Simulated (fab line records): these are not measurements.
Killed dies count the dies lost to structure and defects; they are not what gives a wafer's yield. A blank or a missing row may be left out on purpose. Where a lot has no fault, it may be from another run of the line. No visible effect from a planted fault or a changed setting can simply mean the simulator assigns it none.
Which tool is to blame? | flow nand harc | 6 lots, 18 wafers sampled, at 5 steps of a route of 1302

WHAT EACH GAUGE READ, for each wafer
NHARC_P_GATE_CD_MEAS_59: target cd 720 nm.
lot  | measured     | on        | cd nm (nm)
L448 | day 7 16:28  | cd sem-03 | 718.0 722.8 721.3
L450 | day 8 22:28  | cd sem-03 | 716.4 717.6 720.1
L452 | day 9 10:15  | cd sem-02 | - - -
L458 | day 11 13:02 | cd sem-03 | 722.9 722.4 722.0
L464 | day 14 04:43 | cd sem-01 | 720.8 720.2 716.7
L465 | day 14 21:58 | cd sem-01 | 718.3 713.6 717.5

TOOL THAT RAN EACH LOT (tool first, then ch and the chambers of the sampled wafers, then the start)
lot  | NHARC_P_GATE_DESCUM_31             | NHARC_P_GATE_ETCH_104              | NHARC_P_GATE_DESCUM_48             | NHARC_P_GATE_EXPOSE_56
L448 | rie diel-05 ch 0,1,3, day 6 23:26  | rie diel-05 ch 0,1,2, day 6 23:30  | rie diel-05 ch 0,1,3, day 7 11:04  | krf scanner-04 ch 0, day 7 16:19
L450 | rie diel-10 ch 0,2,3, day 8 06:47  | rie diel-10 ch 2,3, day 8 06:53    | rie diel-07 ch 1,2,3, day 8 20:52  | krf scanner-02 ch 0, day 8 22:18
L452 | rie diel-10 ch 0,1,3, day 8 20:59  | rie diel-10 ch 0,1,3, day 8 21:04  | rie diel-10 ch 0,1,3, day 9 08:44  | krf scanner-04 ch 0, day 9 10:05
L458 | rie diel-05 ch 0,3, day 10 23:14   | rie diel-05 ch 1,2, day 10 23:20   | rie diel-07 ch 2,3, day 11 11:23   | krf scanner-02 ch 0, day 11 12:53
L464 | rie diel-05 ch 2,3, day 13 15:11   | rie diel-05 ch 0,1,3, day 13 15:16 | rie diel-10 ch 1,2,3, day 14 03:07 | krf scanner-03 ch 0, day 14 04:34
L465 | rie diel-07 ch 1,2,3, day 14 08:35 | rie diel-07 ch 2,3, day 14 08:40   | rie diel-07 ch 0,1, day 14 20:22   | krf scanner-02 ch 0, day 14 21:48
- NHARC_P_GATE_DESCUM_31: chemistry O2, time 3 s.
- NHARC_P_GATE_ETCH_104: etches the open film in CF4/CHF3, target depth 60 nm.
- NHARC_P_GATE_DESCUM_48: chemistry O2, time 3 s.
- NHARC_P_GATE_EXPOSE_56: exposes mask P PSD, target cd 720 nm.

THE ANSWER, worked out from the rows above alone
Rule: what is usual is taken from the lots themselves. Put in order of their means at a reading, lots are off if they are a third of the lots or fewer, leave a main group of 4 or more, and stand apart from it by a gap of 3 or more times the standard deviation of the main group's means; of several such gaps the widest counts. If all means in a main group match to the digits the tables above print for the reading, that group is not used. Also off: a lot with no number at a reading for which 4 or more lots have one. Where the step has rows for the other lots, those lots are counted as sound.
Off at NHARC_P_GATE_CD_MEAS_59 (cd nm): L452. Without a number there: L452. The main group has a mean of 719.4 nm with a standard deviation of 2.1.
A tool fits if, at a process step before that reading, it ran every lot that is off, and no sound lot after the first of them. Gauges at NHARC_P_GATE_CD_MEAS_59: tried the same way as those tools. Can't be told from this: 3 tools fit, rie diel-10 at NHARC_P_GATE_DESCUM_31 and NHARC_P_GATE_ETCH_104, krf scanner-04 at NHARC_P_GATE_EXPOSE_56, cd sem-02 at NHARC_P_GATE_CD_MEAS_59.

WHAT THE SIMULATOR PUT IN
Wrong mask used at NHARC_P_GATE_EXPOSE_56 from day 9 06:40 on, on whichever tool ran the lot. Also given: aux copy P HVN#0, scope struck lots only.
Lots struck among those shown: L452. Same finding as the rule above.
